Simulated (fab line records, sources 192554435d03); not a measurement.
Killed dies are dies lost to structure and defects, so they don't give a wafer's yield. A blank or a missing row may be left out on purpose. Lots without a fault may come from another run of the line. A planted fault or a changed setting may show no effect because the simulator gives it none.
A struck lot beside a sound one | flow n5_finfet | 14 steps out of a route of 1938
Sound: wafers L790.1, L790.5, L790.6. Struck: wafers L782.1, L782.3, L782.6. The cause comes at the end.
At each step with rows: each side's tool, then ch and its chambers, then its first start. Under that, the readings that differ: sound wafers | struck wafers | difference of the means | sigmas: that difference in standard deviations of wafers without a fault.
alike: readings whose means differ by less than 2 such deviations, and words and numbers that are the same on both sides. not compared: withheld readings, readings that some wafer has no value for, bounds like >300 that may hide the same value, and numbers for which the record gives no deviation and whose values overlap.
The two part at a step that has a row with sigmas, a row that says differs or no value, or rows on one side only. Numbers that don't overlap but have no deviation are shown without sigmas and don't part them. A reading that every wafer of one side lacks parts them only if that side has two wafers or more.

N5_BEOL_M14_STRIP_63: strips in O2.
  sound on rie_diel-04 ch 0,2,3; struck on rie_diel-05 ch 0,1,2
  alike: drypump_motor_current_A, oes_product_au, rf_vpp_V, showerhead_plenum_p_Torr, temp_c, throttle_valve_pct
  not compared: rf_hours_counter_h
N5_BEOL_M14_STRIP_64: strips in O2.
  sound on rie_diel-04 ch 0,2,3; struck on rie_diel-05 ch 0,1,2
  alike: drypump_motor_current_A, oes_product_au, rf_vpp_V, showerhead_plenum_p_Torr, temp_c, throttle_valve_pct
  not compared: rf_hours_counter_h
then, 2 steps without rows for these wafers: N5_BEOL_M14_STRIP_71 (strips in post etch residue remover, time 60 s); N5_BEOL_M14_SRD_72 (time 30 s, dry time 30 s).
N5_BEOL_M14_CD_MEAS_17: target cd 250 nm.
  sound on cd_sem-01, day 15 12:44; struck on cd_sem-02, day 13 06:23
  alike: cd_nm
then, 7 steps without rows for these wafers: N5_BEOL_M14_COAT_65 (time 60 s, resist thk 450 nm); N5_BEOL_M14_COAT_66 (time 60 s, resist thk 110 nm); N5_BEOL_M14_COAT_22 (resist thk 300 nm); N5_BEOL_M14_EBR_24; N5_BEOL_M14_SOFTBAKE_23 (time 60 s); N5_BEOL_M14_EXPOSE_25 (exposes mask M14, target cd 280 nm); N5_BEOL_M14_PEB_26 (peb time 90 s).
N5_BEOL_M14_DEVELOP_27: develop time 45 s.
  sound on litho_track-03 ch 0, day 15 13:05; struck on litho_track-02, day 13 06:36
  no value came back on the struck wafers for chill_plate_temp_C (C), develop_time_s (s), developer_temp_C (C), exhaust_pa (Pa); on the sound wafers chill_plate_temp_C (C) reads 22.99 23.07 23.06
  reading                                    | sound             | struck          | difference | sigmas
  model.coat_of_BEOL_M14_COAT_22.thk_nm (nm) | 288.2 287.8 288.6 | 299.4 298.6 300 | +11.1      |
then, 1 step without rows for these wafers: N5_BEOL_M14_HARDBAKE_32 (time 120 s).

WHERE THEY PART
Only at N5_BEOL_M14_DEVELOP_27, within this record.

WHY: what the simulator had put in
Skipped step whole: litho_track-02, from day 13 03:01 on, at N5_BEOL_M14_DEVELOP_27. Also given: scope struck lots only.
